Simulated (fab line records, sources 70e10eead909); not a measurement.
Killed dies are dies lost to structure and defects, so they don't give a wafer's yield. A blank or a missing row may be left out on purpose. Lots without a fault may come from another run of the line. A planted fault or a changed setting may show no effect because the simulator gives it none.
A struck lot beside a sound one | flow nand_harc | 40 steps out of a route of 1302
Sound: wafers L488.2, L488.3, L488.5. Struck: wafer L498.6. (L498.3, L498.4 of the same lot were not struck and are left out.) The cause comes at the end.
At each step with rows: each side's tool, then ch and its chambers, then its first start. Under that, the readings that differ: sound wafers | struck wafers | difference of the means | sigmas: that difference in standard deviations of wafers without a fault.
alike: readings whose means differ by less than 2 such deviations, and words and numbers that are the same on both sides. not compared: withheld readings, readings that some wafer has no value for, bounds like >300 that may hide the same value, and numbers for which the record gives no deviation and whose values overlap.
The two part at a step that has a row with sigmas, a row that says differs or no value, or rows on one side only. Numbers that don't overlap but have no deviation are shown without sigmas and don't part them. A reading that every wafer of one side lacks parts them only if that side has two wafers or more.

first, 1 step without rows for these wafers: NHARC_P_M1_DEVELOP_08 (develop time 35 s).
NHARC_P_M1_CD_MEAS_09: target cd 130 nm.
  sound on cd_sem-03 ch 0, day 6 12:02; struck on cd_sem-03 ch 0, day 11 00:56
  alike: cd_nm
NHARC_P_M1_OVL_MEAS_10: pitch 260 nm.
  sound on overlay-02, day 6 12:07; struck on overlay-01, day 11 01:02
  reading           | sound          | struck | difference | sigmas
  overlay_y_nm (nm) | -0.9 -0.7 -0.7 | 0.8    | +1.6       | +2
  alike: overlay_x_nm
NHARC_P_M1_INSPECT_11:
  sound on defect_inspect-02, day 6 12:10; struck on defect_inspect-01, day 11 01:04
  alike: raw_defect_count
then, 1 step without rows for these wafers: NHARC_P_M1_DESCUM_14 (chemistry O2, time 3 s).
NHARC_P_M1_ETCH_35: etches the open film in N2/H2, target depth 40 nm, overetch 12 nm, time 43.94 s.
  sound on rie_diel-09 ch 1,3, day 6 12:19; struck on rie_diel-08 ch 0, day 11 01:13
  reading                         | sound          | struck | difference | sigmas
  showerhead_plenum_p_Torr (Torr) | 2.15 2.12 2.15 | 1.99   | -0.15      | -2
  alike: drypump_motor_current_A, oes_product_au, rf_vpp_V, throttle_valve_pct
  not compared: rf_hours_counter_h
then, 1 step without rows for these wafers: NHARC_P_M1_ETCH_15 (etches the open film in C4F8/Ar, target depth 182.5 nm, time 91.2 s).
NHARC_P_M1_CD_MEAS_16:
  sound on cd_sem-03, day 6 12:31; struck on cd_sem-02, day 11 01:26
  alike: cd_nm
then, 4 steps without rows for these wafers: NHARC_P_M1_STRIP_18 (strips in N2/H2); NHARC_P_M1_ETCH_28 (etches the open film in CF4/N2, target depth 30 nm, time 72.99 s); NHARC_P_M1_STRIP_19 (strips in post etch residue remover, time 600 s); NHARC_P_M1_DEGAS_29 (time 60 s).
NHARC_P_M1_PRE_CLEAN_30: time 30 s.
  sound on pvd_sputter-03, day 6 13:18; struck on pvd_sputter-03, day 11 02:14
  alike: heater_power_w
then, 4 steps without rows for these wafers: NHARC_P_M1_PVD_20 (deposits TaN, target thk 5 nm, time 8.06 s); NHARC_P_M1_PVD_21 (deposits Cu, target thk 30 nm, time 20.49 s); NHARC_P_M1_ECD_22 (material Cu, target thk 400 nm); NHARC_P_M1_ANNEAL_31 (time 90 s).
NHARC_P_M1_CMP_23: polishes, t overpolish 20 s, target thk 157.82 nm.
  sound on cmp-01 ch 1,2,3, day 6 14:22; struck on cmp-01 ch 2, day 11 03:20
  reading             | sound          | struck | difference | sigmas
  motor_current_A (A) | 13.6 10.9 13.2 | 10.5   | -2.1       | -2
  alike: time_to_endpoint_s
NHARC_P_M1_THK_MEAS_24: measures by xrf.
  sound on film_metro-01, day 6 14:40; struck on film_metro-02, day 11 03:35
  alike: thk_nm
then, 1 step without rows for these wafers: NHARC_P_M1_SRD_25.
NHARC_P_M1_PRE_CLEAN_32: time 12 s.
  sound on pecvd-03 ch 2, day 6 14:53; struck on pecvd-04 ch 1, day 11 03:49
  alike: heater_power_w
NHARC_P_M1_DEP_33: deposits SiCN, target thk 30 nm.
  sound on pecvd-03 ch 2, day 6 15:01; struck on pecvd-04 ch 1, day 11 03:56
  alike: chamber_pressure_Torr, heater_power_w
then, 10 steps without rows for these wafers: NHARC_P_M2_DEP_00 (deposits SiOC, target thk 182.5 nm); NHARC_P_M2_DEHYDRATE_01 (time 120 s); NHARC_P_M2_HMDS_02 (time 30 s); NHARC_P_M2_COAT_34 (time 65 s); NHARC_P_M2_COAT_03 (resist thk 90 nm); NHARC_P_M2_SOFTBAKE_04 (time 55 s); NHARC_P_M2_EBR_05; NHARC_P_M2_EXPOSE_06 (exposes mask P M2, target cd 170 nm); NHARC_P_M2_PEB_07 (peb time 65 s); NHARC_P_M2_DEVELOP_08 (develop time 35 s).
NHARC_P_M2_CD_MEAS_09: target cd 170 nm.
  sound on cd_sem-03 ch 0, day 6 16:23; struck on cd_sem-03 ch 0, day 11 05:01
  alike: cd_nm
NHARC_P_M2_OVL_MEAS_10: pitch 340 nm.
  sound on overlay-02, day 6 16:28; struck on overlay-02, day 11 05:06
  alike: overlay_x_nm, overlay_y_nm
NHARC_P_M2_DESCUM_14: chemistry O2, time 3 s.
  sound on rie_diel-05 ch 0,2,3, day 6 16:35; struck on rie_diel-05 ch 1, day 11 05:13
  reading               | sound             | struck | difference | sigmas
  oes_product_au (a.u.) | 0.992 0.998 0.995 | 0.975  | -0.020     | -2
  alike: drypump_motor_current_A, rf_vpp_V, showerhead_plenum_p_Torr, throttle_valve_pct
  not compared: rf_hours_counter_h
then, 2 steps without rows for these wafers: NHARC_P_M2_ETCH_35 (etches the open film in N2/H2, target depth 40 nm, overetch 12 nm, time 43.94 s); NHARC_P_M2_ETCH_15 (etches the open film in C4F8/Ar, target depth 182.5 nm, time 91.2 s).
NHARC_P_M2_CD_MEAS_16:
  sound on cd_sem-03, day 6 16:53; struck on cd_sem-03, day 11 05:31
  reading    | sound             | struck | difference | sigmas
  cd_nm (nm) | 170.1 169.2 170.4 | 171.4  | +1.5       | +2
then, 1 step without rows for these wafers: NHARC_P_M2_STRIP_18 (strips in N2/H2).
-- the record jumps here: 19 days lie between the struck wafers' starts before and after (it left off in module P_M2 and takes up again in module END, whose first step shown is number 1302 of the route) --
NHARC_END_SORT_01:
  the record has rows for the struck wafers here (prober-02 ch 0, day 29 22:43) and none for the sound ones

WHERE THEY PART
First at NHARC_P_M1_OVL_MEAS_10; last, within this record, at NHARC_END_SORT_01.

WHY: what the simulator had put in
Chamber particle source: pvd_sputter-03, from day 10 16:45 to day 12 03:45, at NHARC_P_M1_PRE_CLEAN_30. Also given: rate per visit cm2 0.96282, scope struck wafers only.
